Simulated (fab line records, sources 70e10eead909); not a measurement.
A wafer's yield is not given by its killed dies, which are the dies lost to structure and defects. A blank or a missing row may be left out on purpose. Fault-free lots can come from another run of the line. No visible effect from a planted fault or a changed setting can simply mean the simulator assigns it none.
Commonality check across tools    flow nand-harc    Sample size 2 lots and 6 wafers

REASON IT WAS OPENED
On 2 of the 2 lots, a flag is raised at NHARC_END_SORT_01 on the reading killed-at-array. No-fault wafers: 27, standard deviation 9.3.
Rule: a lot is flagged in two cases, either no wafer of it has a number, or all its wafers with numbers fall more than 4 standard deviations from that mean. All remaining lots are regarded as sound.

lot   measured      on         killed-at-array, wafer by wafer  flag
L838  day 23 03:10  prober-02  96 102 98                        FLAGGED
L840  day 23 04:49  prober-01  93 83 97                         FLAGGED
The numbers of the flagged lots are 95 on average: +68 against the usual, or +7 standard deviations.

WHICH TOOL EACH LOT WENT THROUGH
Before the reading, the record contains 3 process steps out of a 1159-step route. Read each cell as the tool, then ch plus the chambers that the sampled wafers visited, then the start.
lot   flag     NHARC_A_CONTACT_ETCH_119              NHARC_A_BONDPAD_PVD_17                   NHARC_THIN_TSV_CMP_21
L838  FLAGGED  har-cap-etch-01 ch 0,1, day 19 21:16  pvd-sputter-03, day 22 17:38 or earlier  cmp-04 ch 0,1,3, day 22 17:38
L840  FLAGGED  har-cap-etch-01 ch 0,1, day 20 07:08  pvd-sputter-02, day 22 16:37 or earlier  cmp-01 ch 1,2, day 22 16:37
What is done by these steps:
- NHARC_A_CONTACT_ETCH_119: etches the open film in C4F8/O2/Ar, time 94 s, target depth 922 nm.
- NHARC_A_BONDPAD_PVD_17: deposits TaN, target thk 5 nm, time 8.06 s.
- NHARC_THIN_TSV_CMP_21: polishes, t overpolish 30 s, target thk 2000 nm.
- NHARC_END_SORT_01

FLAGGED OVER TOTAL, TOOL BY TOOL (the gauges that took the reading come last)
step                      tool             lots run  flagged  share of the flagged lots  sound lots run after its first flagged lot
NHARC_A_CONTACT_ETCH_119  har-cap-etch-01  2         2        all                        0
NHARC_A_BONDPAD_PVD_17    pvd-sputter-02   1         1        some                       0
NHARC_A_BONDPAD_PVD_17    pvd-sputter-03   1         1        some                       0
NHARC_THIN_TSV_CMP_21     cmp-01           1         1        some                       0
NHARC_THIN_TSV_CMP_21     cmp-04           1         1        some                       0
NHARC_END_SORT_01         prober-01        1         1        some                       0
NHARC_END_SORT_01         prober-02        1         1        some                       0
NHARC_A_BONDPAD_PVD_17: start missing for some lots; hours and lot order therefore follow NHARC_THIN_TSV_CMP_21.

WHAT THE TABLE PERMITS
Rows of the table that ran each flagged lot: 1, that is har-cap-etch-01 at NHARC_A_CONTACT_ETCH_119.
- har-cap-etch-01 at NHARC_A_CONTACT_ETCH_119 ran 2 lots, 2 of them flagged. With no sound lot run before its first flagged lot in this sample, there is nothing to narrow down the start.
har-cap-etch-01 at NHARC_A_CONTACT_ETCH_119 is the single tool remaining.

WHAT THE SIMULATOR HAD INSERTED
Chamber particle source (har-cap-etch-01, NHARC_A_CONTACT_ETCH_119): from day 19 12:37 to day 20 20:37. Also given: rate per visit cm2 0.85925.
Shown lots that were struck: L838, L840. The rule above found the same.
